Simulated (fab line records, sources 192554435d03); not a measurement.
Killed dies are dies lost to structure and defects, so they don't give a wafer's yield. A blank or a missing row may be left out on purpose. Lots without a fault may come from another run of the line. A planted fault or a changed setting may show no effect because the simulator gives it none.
fab line records | flow n5_finfet
record lots=7 wafers=21
route steps=1938 shown HKMG_FIN@413 GATE_CUT@481 MOL_CONTACT_COAG@518
start_h: hours from the record's first day to the start of the lot's first wafer shown | wait_h: hours since the lot's step before | " the same as in the row above | L1.1+2: a row that stands for several wafers | - no value, or no start given | * or withheld: withheld | < > ~ a bound
route shown NAME@n: a module of which the file shows steps, and the number in the route of the first | usual: mean/standard deviation of fault-free wafers | same: alike in all rows | chamber/n: place in a boat | sites: the reading at each site | _std_site: their standard deviation | _edge_site: outer sites' mean less inner sites' | radius_mm: how far each site lies from the wafer's centre | mask NAME#n: copy n | behind: the tool/chamber that last shaped the wafer | hold: why the lot was held/for how many hours/how that ended | device: the transistor (n, p or np) that didn't switch | end of line: the same wafers' tests at the end of the route | a step without rows: its recipe alone | killed: dies lost to structure and defects at the first sort, not the wafer's yield | map: a wafer's dies, x killed, . not, _ none there
set.NAME: the setting as run; set.NAME@STEP: as run at that earlier step | model.NAME: the simulator's own value behind a step, which no gauge read
lots whose settings were changed on purpose; a table a step, a row a wafer
## steps
# step N5_HKMG_FIN_CVD_62
# recipe material=a-Si target_thk_a=30 temp_c=500 precursor=Si2H6 pressure_torr=1 time_s=20.8
# columns lot.wafer tool chamber start_h wait_h set.temp_c model.a-Si_of_HKMG_FIN_CVD_62.thk_nm
L077.4 thermal_cvd_si-02 1 92.01 0.2 478.2 1.6
L077.5 " 0 " " 478.2 1.4
L077.6 " 2 " " 500 3
L081.1+6 thermal_cvd_si-02 2,0 116.18 0.2 500 3
L081.5 " 1 " " 513 4.4
L083.3 thermal_cvd_si-02 0 130.70 0.2 490.9 2
L083.4 " 1 " " 500 3
L083.6 " 2 " " 490.9 2.2
L084.4+5+6 thermal_cvd_si-01 1,1,0 135.94 0.2 500 3
L088.2 thermal_cvd_si-01 0 157.36 0.2 479.1 1.6
L088.5 " 0 " " 500 2.8
L088.6 " 1 " " 500 3
L093.2 thermal_cvd_si-01 2 191.24 0.2 481.5 2
L093.3+5 " 0 " " 500 3
L097.2 thermal_cvd_si-01 0 212.14 0.2 500 2.8
L097.4+5 " 2,1 " " 500 3
# step N5_GATE_CUT_COAT_07
# recipe resist=CAR-EUV spin_rpm=1500 resist_thk_nm=30
# columns lot.wafer tool chamber start_h wait_h set.spin_rpm model.CAR-EUV_of_GATE_CUT_COAT_07.thk_nm
L077.4 litho_track-03 0 - - 1500 30.2
L077.5+6 " 0 " " 1500 30
L081.1+6 litho_track-05 0 - - 1408 31
L081.5 " 0 " " 1500 30
L083.3+4 litho_track-05 0 - - 1500 30
L083.6 " 0 " " 1570 29.4
L084.4+5+6 litho_track-03 0 - - 1500 30
L088.2+5+6 litho_track-05 0 - - 1500 30
L093.2 litho_track-05 0 - - 1426 31
L093.3+5 " 0 " " 1500 30.2
L097.2+5 litho_track-03 0 - - 1500 30
L097.4 " 0 " " 1352 31.6
# step N5_GATE_CUT_EXPOSE_10
# recipe mask_id=GATE_CUT na=0.33 source_shape=annular sigma_inner=0.35 sigma_outer=0.8 polarization=unpolarized target_cd_nm=20 dose_mj=43.25
# columns lot.wafer tool chamber start_h wait_h mask set.dose_mj
L077.4+5+6 euv_scanner-02 0 102.62 - GATE_CUT#0 43.25
L081.1 euv_scanner-02 0 125.78 - GATE_CUT#0 41.84
L081.5+6 " 0 " " GATE_CUT#0 43.25
L083.3 euv_scanner-02 0 141.06 - GATE_CUT#0 43.25
L083.4+6 " 0 " " GATE_CUT#0 45
L084.4+5+6 euv_scanner-01 0 146.92 - GATE_CUT#0 43.25
L088.2+5+6 euv_scanner-02 0 168.03 - GATE_CUT#0 43.25
L093.2+3 euv_scanner-01 0 201.23 - GATE_CUT#0 43.25
L093.5 " 0 " " GATE_CUT#0 45.11
L097.2+4 euv_scanner-02 0 222.11 - GATE_CUT#0 43.25
L097.5 " 0 " " GATE_CUT#0 45.77
# step N5_GATE_CUT_PEB_11
# recipe peb_temp_c=100 peb_time_s=60 resist=CAR-EUV
# step N5_GATE_CUT_DEVELOP_12
# recipe develop_time_s=30 developer=TMAH resist=CAR-EUV rinse_liquid=surfactant_rinse dry=air_spin dev_temp_c=23
# columns lot.wafer tool chamber start_h wait_h set.spin_rpm@GATE_CUT_COAT_07 model.CAR-EUV_of_GATE_CUT_COAT_07.thk_nm
L077.4+5+6 litho_track-05 0 - - 1500 29.6
L081.1 litho_track-04 0 - - 1408 30.6
L081.5 " 0 " " 1500 29.6
L081.6 " 0 " " 1408 30.4
L083.3+4 litho_track-04 0 - - 1500 29.6
L083.6 " 0 " " 1570 29
L084.4+5+6 litho_track-03 0 - - 1500 29.6
L088.2+5+6 litho_track-04 0 - - 1500 29.6
L093.2 litho_track-04 0 - - 1426 30.4
L093.3 " 0 " " 1500 29.8
L093.5 " 0 " " 1500 29.6
L097.2+5 litho_track-05 0 - - 1500 29.6
L097.4 " 0 " " 1352 31.2
# step N5_GATE_CUT_CD_MEAS_13
# recipe target_cd_nm=20 landing_energy_ev=500 detector=se_inlens
# usual cd_nm=19.99/0.26
# columns lot.wafer tool chamber start_h wait_h set.dose_mj@GATE_CUT_EXPOSE_10 cd_nm
L077.4 cd_sem-02 0 102.73 - 43.25 20.23
L077.5 " 0 " " 43.25 20.01
L077.6 " 0 " " 43.25 20.21
L081.1 cd_sem-01 0 125.91 - 41.84 19.50
L081.5 " 0 " " 43.25 19.99
L081.6 " 0 " " 43.25 20.15
L083.3 cd_sem-02 0 141.18 - 43.25 20.01
L083.4 " 0 " " 45 20.58
L083.6 " 0 " " 45 20.95
L084.4 cd_sem-01 0 147.04 - 43.25 20.35
L084.5 " 0 " " 43.25 20.53
L084.6 " 0 " " 43.25 20.03
L088.2 cd_sem-03 0 168.17 - 43.25 19.83
L088.5 " 0 " " 43.25 19.94
L088.6 " 0 " " 43.25 19.78
L093.2 cd_sem-02 0 201.36 - 43.25 19.94
L093.3 " 0 " " 43.25 19.89
L093.5 " 0 " " 45.11 20.70
L097.2 cd_sem-03 0 222.24 - 43.25 19.82
L097.4 " 0 " " 43.25 19.83
L097.5 " 0 " " 45.77 21.00
# step N5_GATE_CUT_DESCUM_18
# recipe chemistry=O2 time_s=7 source_power_w=50 bias_power_w=20 pressure_mtorr=20 rf_frequency_hz=2.712e+07 temp_c=40 resist=CAR-EUV o2_flow_sccm=225
# columns lot.wafer tool chamber start_h wait_h set.dose_mj@GATE_CUT_EXPOSE_10 model.GATE_CUT.cd_nm
L077.4+5 rie_diel-03 0,3 102.85 0.0 43.25 20.2
L077.6 " 0 " " 43.25 20
L081.1 rie_diel-06 3 126.03 0.0 41.84 19.2
L081.5 " 0 " " 43.25 20.2
L081.6 " 3 " " 43.25 20
L083.3 rie_diel-06 1 141.30 0.0 43.25 19.6
L083.4 " 0 " " 45 20.8
L083.6 " 3 " " 45 20.6
L084.4+6 rie_diel-03 2,1 147.16 0.0 43.25 20.2
L084.5 " 0 " " 43.25 20.4
L088.2+6 rie_diel-06 0,1 168.79 0.5 43.25 19.8
L088.5 " 2 " " 43.25 20
L093.2 rie_diel-06 2 201.58 0.1 43.25 20.2
L093.3 " 1 " " 43.25 19.8
L093.5 " 3 " " 45.11 20.8
L097.2 rie_diel-03 2 222.36 0.0 43.25 20
L097.4 " 3 " " 43.25 19.8
L097.5 " 0 " " 45.77 21
# step N5_GATE_CUT_ETCH_28
# recipe chemistry=N2/H2 target=underlayer target_depth_a=130 mask_material=CAR-EUV time_s=10.4 ion_energy_ev=200 pressure_mtorr=30 source_w=840 bias_w=150 n2_flow_sccm=200 h2_flow_sccm=200 ends=cleared
# columns lot.wafer tool chamber start_h wait_h set.dose_mj@GATE_CUT_EXPOSE_10 model.GATE_CUT.cd_nm
L077.4+5 rie_diel-03 0,3 102.89 0.0 43.25 20.2
L077.6 " 0 " " 43.25 20
L081.1 rie_diel-06 3 126.07 0.0 41.84 19.2
L081.5+6 " 0,3 " " 43.25 20
L083.3 rie_diel-06 1 141.33 0.0 43.25 19.8
L083.4 " 0 " " 45 20.8
L083.6 " 3 " " 45 20.6
L084.4+6 rie_diel-03 2,1 147.19 0.0 43.25 20.2
L084.5 " 0 " " 43.25 20.4
L088.2 rie_diel-06 0 168.82 0.0 43.25 19.8
L088.5+6 " 2,1 " " 43.25 20
L093.2 rie_diel-06 2 201.62 0.0 43.25 20.2
L093.3 " 1 " " 43.25 20
L093.5 " 3 " " 45.11 20.8
L097.2 rie_diel-03 2 222.40 0.0 43.25 20
L097.4 " 3 " " 43.25 19.8
L097.5 " 0 " " 45.77 21.2
# step N5_GATE_CUT_ETCH_36
# recipe chemistry=CF4 target=SiARC target_depth_a=130 mask_material=CAR-EUV time_s=21.7 ion_energy_ev=80 pressure_mtorr=40 source_w=545 bias_w=36 Ar_flow_sccm=100 cf4_flow_sccm=100 ends=cleared
# columns lot.wafer tool chamber start_h wait_h set.dose_mj@GATE_CUT_EXPOSE_10 model.GATE_CUT.cd_nm
L077.4+5+6 rie_diel-03 0,3,0 102.91 0.0 43.25 20.2
L081.1 rie_diel-06 3 126.09 0.0 41.84 19.2
L081.5 " 0 " " 43.25 20.2
L081.6 " 3 " " 43.25 20
L083.3 rie_diel-06 1 141.35 0.0 43.25 19.6
L083.4 " 0 " " 45 21
L083.6 " 3 " " 45 20.6
L084.4+6 rie_diel-03 2,1 147.21 0.0 43.25 20.2
L084.5 " 0 " " 43.25 20.6
L088.2 rie_diel-06 0 168.84 0.0 43.25 19.8
L088.5+6 " 2,1 " " 43.25 20
L093.2 rie_diel-06 2 201.64 0.0 43.25 20.2
L093.3 " 1 " " 43.25 20
L093.5 " 3 " " 45.11 20.8
L097.2+4 rie_diel-03 2,3 222.42 0.0 43.25 19.8
L097.5 " 0 " " 45.77 21.2
# step N5_GATE_CUT_ETCH_37
# recipe chemistry=N2/H2 target=SOC target_depth_a=600 overetch_a=120 mask_material=SiARC temp_c=40 time_s=90 ion_energy_ev=200 pressure_mtorr=30 source_w=840 bias_w=150 n2_flow_sccm=200 h2_flow_sccm=200
# step N5_GATE_CUT_STRIP_38
# recipe chemistry=N2/H2 temp_c=40 n2_flow_sccm=200 h2_flow_sccm=200 rf_frequency_hz=6e+07
# step N5_GATE_CUT_STRIP_39
# recipe chemistry=N2/H2 temp_c=40 n2_flow_sccm=200 h2_flow_sccm=200 rf_frequency_hz=6e+07
# step N5_GATE_CUT_HM_OPEN_40
# recipe chemistry=C4F6/O2 target=SiO2 mask_material=SiARC target_depth_a=1390 time_s=85.1 ion_energy_ev=250 pressure_mtorr=30 source_w=345 bias_w=185 Ar_flow_sccm=300 C4F6_flow_sccm=10 O2_flow_sccm=10 ends=cleared
# columns lot.wafer tool chamber start_h wait_h set.dose_mj@GATE_CUT_EXPOSE_10 model.GATE_CUT.cd_nm
L077.4+5 rie_diel-03 0,3 103.02 0.0 43.25 20.4
L077.6 " 0 " " 43.25 20
L081.1 rie_diel-06 3 126.19 0.0 41.84 19.4
L081.5+6 " 0,3 " " 43.25 20.2
L083.3 rie_diel-06 1 141.46 0.0 43.25 19.4
L083.4+6 " 0,3 " " 45 20.8
L084.4 rie_diel-03 2 147.32 0.0 43.25 20
L084.5 " 0 " " 43.25 20.6
L084.6 " 1 " " 43.25 20.2
L088.2+5 rie_diel-06 0,2 168.95 0.0 43.25 20
L088.6 " 1 " " 43.25 19.8
L093.2 rie_diel-06 2 201.75 0.0 43.25 20.2
L093.3 " 1 " " 43.25 19.6
L093.5 " 3 " " 45.11 21
L097.2 rie_diel-03 2 222.53 0.0 43.25 19.6
L097.4 " 3 " " 43.25 19.8
L097.5 " 0 " " 45.77 21
# step N5_GATE_CUT_STRIP_41
# recipe chemistry=CF4 resist=SiARC power_w=300 bias_power_w=75 pressure_mtorr=50 cf4_flow_sccm=150 rf_frequency_hz=6e+07
# step N5_GATE_CUT_STRIP_42
# recipe chemistry=O2 power_w=400 temp_c=40 pressure_mtorr=30 rf_frequency_hz=6e+07 bias_power_w=0 overash_fraction=0.3 o2_flow_sccm=225
# step N5_GATE_CUT_ETCH_19
# recipe chemistry=CH3F/O2 target=SiNx mask_material=SiO2 target_depth_a=537 time_s=76.7 pressure_mtorr=30 source_w=395 bias_w=73 Ar_flow_sccm=150 CH3F_flow_sccm=30 O2_flow_sccm=20 ion_energy_ev=120 ends=cleared
# columns lot.wafer tool chamber start_h wait_h set.dose_mj@GATE_CUT_EXPOSE_10 model.GATE_CUT.cd_nm
L077.4 rie_diel-03 0 103.14 0.0 43.25 20.2
L077.5 " 3 " " 43.25 20.4
L077.6 " 0 " " 43.25 20
L081.1 rie_diel-06 3 126.32 0.0 41.84 19.4
L081.5 " 0 " " 43.25 20.2
L081.6 " 3 " " 43.25 20
L083.3 rie_diel-06 1 141.58 0.0 43.25 19.4
L083.4+6 " 0,3 " " 45 20.8
L084.4 rie_diel-03 2 147.44 0.0 43.25 19.8
L084.5 " 0 " " 43.25 20.6
L084.6 " 1 " " 43.25 20.2
L088.2+5 rie_diel-06 0,2 169.07 0.0 43.25 20
L088.6 " 1 " " 43.25 19.8
L093.2 rie_diel-06 2 201.87 0.0 43.25 20.2
L093.3 " 1 " " 43.25 19.6
L093.5 " 3 " " 45.11 21
L097.2 rie_diel-03 2 222.65 0.0 43.25 19.6
L097.4 " 3 " " 43.25 20
L097.5 " 0 " " 45.77 21
# step N5_MOL_CONTACT_COAG_COAT_104
# recipe resist=SiARC temp_c=220 time_s=60 spin_rpm=1500 resist_thk_nm=12
# columns lot.wafer tool chamber start_h wait_h set.spin_rpm model.SiARC_of_MOL_CONTACT_COAG_COAT_104.thk_nm
L077.4+5+6 litho_track-01 0 - - 1500 12
L081.1+5+6 litho_track-03 0 - - 1500 12
L083.3+4+6 litho_track-03 0 - - 1500 12
L084.4+5+6 litho_track-01 0 - - 1500 12
L088.2+5 litho_track-02 0 - - 1500 12
L088.6 " 0 " " 1589 11.6
L093.2+3+5 litho_track-01 0 - - 1500 12
L097.2 litho_track-03 0 - - 1500 12
L097.4+5 " 0 " " 1658 11.4
# step N5_MOL_CONTACT_COAG_COAT_58
# recipe resist=underlayer temp_c=205 time_s=60 spin_rpm=1500 resist_thk_nm=10
# step N5_MOL_CONTACT_COAG_COAT_02
# recipe resist=CAR-EUV spin_rpm=1500 resist_thk_nm=30
# step N5_MOL_CONTACT_COAG_DESCUM_13
# recipe chemistry=O2 time_s=7 source_power_w=50 bias_power_w=20 pressure_mtorr=20 rf_frequency_hz=2.712e+07 temp_c=40 resist=CAR-EUV o2_flow_sccm=225
# step N5_MOL_CONTACT_COAG_ETCH_59
# recipe chemistry=N2/H2 target=underlayer target_depth_a=130 mask_material=CAR-EUV time_s=10.4 ion_energy_ev=200 pressure_mtorr=30 source_w=840 bias_w=150 n2_flow_sccm=200 h2_flow_sccm=200 ends=cleared
# step N5_MOL_CONTACT_COAG_ETCH_105
# recipe chemistry=CF4 target=SiARC target_depth_a=156 mask_material=CAR-EUV time_s=26 ion_energy_ev=80 pressure_mtorr=40 source_w=545 bias_w=36 Ar_flow_sccm=100 cf4_flow_sccm=100 ends=cleared
# columns lot.wafer tool chamber start_h wait_h set.spin_rpm@MOL_CONTACT_COAG_COAT_104 model.etch.depth_nm
L077.4 rie_diel-02 1 107.26 0.0 1500 12.01
L077.5 " 2 " " 1500 12.03
L077.6 " 3 " " 1500 12
L081.1 rie_diel-02 1 130.14 0.0 1500 12.03
L081.5 " 1 " " 1500 11.98
L081.6 " 0 " " 1500 12
L083.3+6 rie_diel-01 2,0 145.43 0.0 1500 11.98
L083.4 " 1 " " 1500 11.96
L084.4 rie_diel-01 2 151.30 0.0 1500 11.98
L084.5 " 3 " " 1500 12.01
L084.6 " 0 " " 1500 12
L088.2 rie_diel-01 0 172.76 0.0 1500 12
L088.5 " 0 " " 1500 11.97
L088.6 " 1 " " 1589 11.64
L093.2 rie_diel-02 2 205.70 0.0 1500 12
L093.3 " 1 " " 1500 12.03
L093.5 " 2 " " 1500 11.99
L097.2 rie_diel-04 3 226.33 0.0 1500 12.01
L097.4 " 0 " " 1658 11.45
L097.5 " 0 " " 1658 11.41
# step N5_MOL_CONTACT_COAG_EXPOSE_81
# recipe mask_id=VG na=0.33 source_shape=annular sigma_inner=0.3 sigma_outer=0.7 polarization=unpolarized defocus_nm=0 dose_mj=59.5
# columns lot.wafer tool chamber start_h wait_h mask set.dose_mj
L077.4 euv_scanner-01 0 117.29 - VG#0 59.5
L077.5+6 " 0 " " VG#0 63.59
L081.1+6 euv_scanner-01 0 141.51 - VG#0 62.2
L081.5 " 0 " " VG#0 59.5
L083.3+4 euv_scanner-02 0 154.16 - VG#0 59.5
L083.6 " 0 " " VG#0 62.54
L084.4+5+6 euv_scanner-01 0 161.16 - VG#0 59.5
L088.2 euv_scanner-01 0 182.26 - VG#0 59.5
L088.5+6 " 0 " " VG#0 63
L093.2+3 euv_scanner-02 0 214.63 - VG#0 58.19
L093.5 " 0 " " VG#0 59.5
L097.2+4 euv_scanner-01 0 236.34 - VG#0 59.5
L097.5 " 0 " " VG#0 55.3
# step N5_MOL_CONTACT_COAG_PEB_82
# recipe peb_temp_c=100 peb_time_s=60 resist=CAR-EUV
# step N5_MOL_CONTACT_COAG_DEVELOP_83
# recipe develop_time_s=30 developer=TMAH resist=CAR-EUV rinse_liquid=surfactant_rinse dry=air_spin dev_temp_c=23
# step N5_MOL_CONTACT_COAG_CD_MEAS_84
# recipe target_cd_nm=25.1 landing_energy_ev=500 detector=se_inlens polarity=opening
# usual cd_nm=25.09/0.23
# columns lot.wafer tool chamber start_h wait_h set.dose_mj@MOL_CONTACT_COAG_EXPOSE_81 cd_nm
L077.4 cd_sem-01 0 117.42 - 59.5 25.05
L077.5 " 0 " " 63.59 26.19
L077.6 " 0 " " 63.59 26.96
L081.1 cd_sem-01 0 141.66 - 62.2 25.87
L081.5 " 0 " " 59.5 25.34
L081.6 " 0 " " 62.2 26.00
L083.3 cd_sem-01 0 154.29 - 59.5 25.18
L083.4 " 0 " " 59.5 25.62
L083.6 " 0 " " 62.54 26.08
L084.4 cd_sem-01 0 161.28 - 59.5 25.40
L084.5 " 0 " " 59.5 25.14
L084.6 " 0 " " 59.5 25.29
L088.2 cd_sem-03 0 182.40 - 59.5 25.15
L088.5 " 0 " " 63 26.54
L088.6 " 0 " " 63 25.88
L093.2 cd_sem-03 0 214.77 - 58.19 24.26
L093.3 " 0 " " 58.19 24.62
L093.5 " 0 " " 59.5 24.80
L097.2 cd_sem-02 0 236.47 - 59.5 24.78
L097.4 " 0 " " 59.5 25.10
L097.5 " 0 " " 55.3 23.29
# step N5_MOL_CONTACT_COAG_ALD_131
# recipe material=SiO2 target_thk_a=50 temp_c=100 ald_precursor_family=BDEAS ald_co_reactant=O2-plasma pulse_time_s=1 co_reactant_pulse_time_s=1 purge_time_s=2 co_reactant_purge_time_s=2 ald_cycles=35 pressure_torr=2
# columns lot.wafer tool chamber start_h wait_h set.ald_cycles model.SiO2_of_MOL_CONTACT_COAG_ALD_131.thk_nm
L077.4+5 ald_sin-04 2 117.67 0.1 39 5.6
L077.6 " 1 " " 35 5
L081.1+6 ald_sin-01 3,1 141.92 0.1 35 5
L081.5 " 3 " " 33 4.8
L083.3 ald_sin-04 2 154.67 0.1 35 5
L083.4+6 " 0,3 " " 31 4.4
L084.4+5+6 ald_sin-04 0,0,1 161.68 0.1 35 5
L088.2+6 ald_sin-03 1,3 183.00 0.2 35 5
L088.5 " 0 " " 30 4.2
L093.2 ald_sin-04 0 215.27 0.1 33 4.6
L093.3 " 2 " " 35 5
L093.5 " 1 " " 33 4.8
L097.2+4+5 ald_sin-04 3,1,0 236.96 0.3 35 5
# step N5_MOL_CONTACT_COAG_ETCHBACK_132
# recipe chemistry=CHF3 target=SiO2 target_depth_a=100 time_s=6.7 ion_energy_ev=200 pressure_mtorr=30 source_w=610 bias_w=170 Ar_flow_sccm=200 CHF3_flow_sccm=50
# step N5_MOL_CONTACT_COAG_ETCH_91
# recipe chemistry=N2/H2 target=SOC target_depth_a=600 overetch_a=210 mask_material=SiARC temp_c=40 time_s=101.2 ion_energy_ev=200 pressure_mtorr=30 source_w=840 bias_w=150 n2_flow_sccm=200 h2_flow_sccm=200
# step N5_MOL_CONTACT_COAG_PRECLEAN_144
# recipe chemistry=alkaline_clean temp_c=60 time_s=60 do_ppb=50
# step N5_MOL_CONTACT_COAG_SRD_145
# recipe dry=ipa_marangoni time_s=30 temp_c=23 rinse_liquid=diw
# step N5_MOL_CONTACT_COAG_CD_MEAS_137
# recipe target_cd_nm=16
# usual cd_nm=15.97/0.28
# columns lot.wafer tool chamber start_h wait_h set.dose_mj@MOL_CONTACT_COAG_EXPOSE_81 cd_nm
L077.4 cd_sem-01 - 118.34 0.0 59.5 16.01
L077.5 " - " " 63.59 16.86
L077.6 " - " " 63.59 17.88
L081.1 cd_sem-01 - 142.60 0.0 62.2 16.53
L081.5 " - " " 59.5 15.80
L081.6 " - " " 62.2 17.38
L083.3 cd_sem-01 - 155.35 0.0 59.5 16.34
L083.4 " - " " 59.5 16.38
L083.6 " - " " 62.54 16.88
L084.4 cd_sem-02 - 162.37 0.0 59.5 16.48
L084.5 " - " " 59.5 16.07
L084.6 " - " " 59.5 16.32
L088.2 cd_sem-01 - 183.75 0.0 59.5 15.99
L088.5 " - " " 63 17.27
L088.6 " - " " 63 17.17
L093.2 cd_sem-02 - 216.08 0.0 58.19 15.73
L093.3 " - " " 58.19 15.38
L093.5 " - " " 59.5 15.93
L097.2 cd_sem-01 - 237.64 0.0 59.5 16.13
L097.4 " - " " 59.5 15.92
L097.5 " - " " 55.3 14.71
## key
split step=N5_HKMG_FIN_CVD_62 setting=temp_c stated=500 by=wafer
response step=N5_HKMG_FIN_CVD_62 reading=model.a-Si_of_HKMG_FIN_CVD_62.thk_nm change=+0.348 per=1% r=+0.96
split step=N5_GATE_CUT_COAT_07 setting=spin_rpm stated=1500 by=wafer
response step=N5_GATE_CUT_COAT_07 reading=model.CAR-EUV_of_GATE_CUT_COAT_07.thk_nm change=-0.158 per=1% r=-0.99
response step=N5_GATE_CUT_DEVELOP_12 reading=model.CAR-EUV_of_GATE_CUT_COAT_07.thk_nm change=-0.152 per=1% r=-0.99
split step=N5_GATE_CUT_EXPOSE_10 setting=dose_mj stated=43.25 by=wafer
response step=N5_GATE_CUT_CD_MEAS_13 reading=cd_nm change=+0.191 per=1% r=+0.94
response step=N5_GATE_CUT_DESCUM_18 reading=model.GATE_CUT.cd_nm change=+0.217 per=1% r=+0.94
response step=N5_GATE_CUT_ETCH_28 reading=model.GATE_CUT.cd_nm change=+0.212 per=1% r=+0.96
response step=N5_GATE_CUT_ETCH_36 reading=model.GATE_CUT.cd_nm change=+0.239 per=1% r=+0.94
response step=N5_GATE_CUT_HM_OPEN_40 reading=model.GATE_CUT.cd_nm change=+0.259 per=1% r=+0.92
response step=N5_GATE_CUT_ETCH_19 reading=model.GATE_CUT.cd_nm change=+0.248 per=1% r=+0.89
split step=N5_MOL_CONTACT_COAG_COAT_104 setting=spin_rpm stated=1500 by=wafer
response step=N5_MOL_CONTACT_COAG_COAT_104 reading=model.SiARC_of_MOL_CONTACT_COAG_COAT_104.thk_nm change=-0.0595 per=1% r=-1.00
response step=N5_MOL_CONTACT_COAG_ETCH_105 reading=model.etch.depth_nm change=-0.0561 per=1% r=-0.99
split step=N5_MOL_CONTACT_COAG_EXPOSE_81 setting=dose_mj stated=59.5 by=wafer
response step=N5_MOL_CONTACT_COAG_CD_MEAS_84 reading=cd_nm change=+0.193 per=1% r=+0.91
response step=N5_MOL_CONTACT_COAG_CD_MEAS_137 reading=cd_nm change=+0.189 per=1% r=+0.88
split step=N5_MOL_CONTACT_COAG_ALD_131 setting=ald_cycles stated=35 by=wafer
response step=N5_MOL_CONTACT_COAG_ALD_131 reading=model.SiO2_of_MOL_CONTACT_COAG_ALD_131.thk_nm change=+0.0528 per=1% r=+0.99
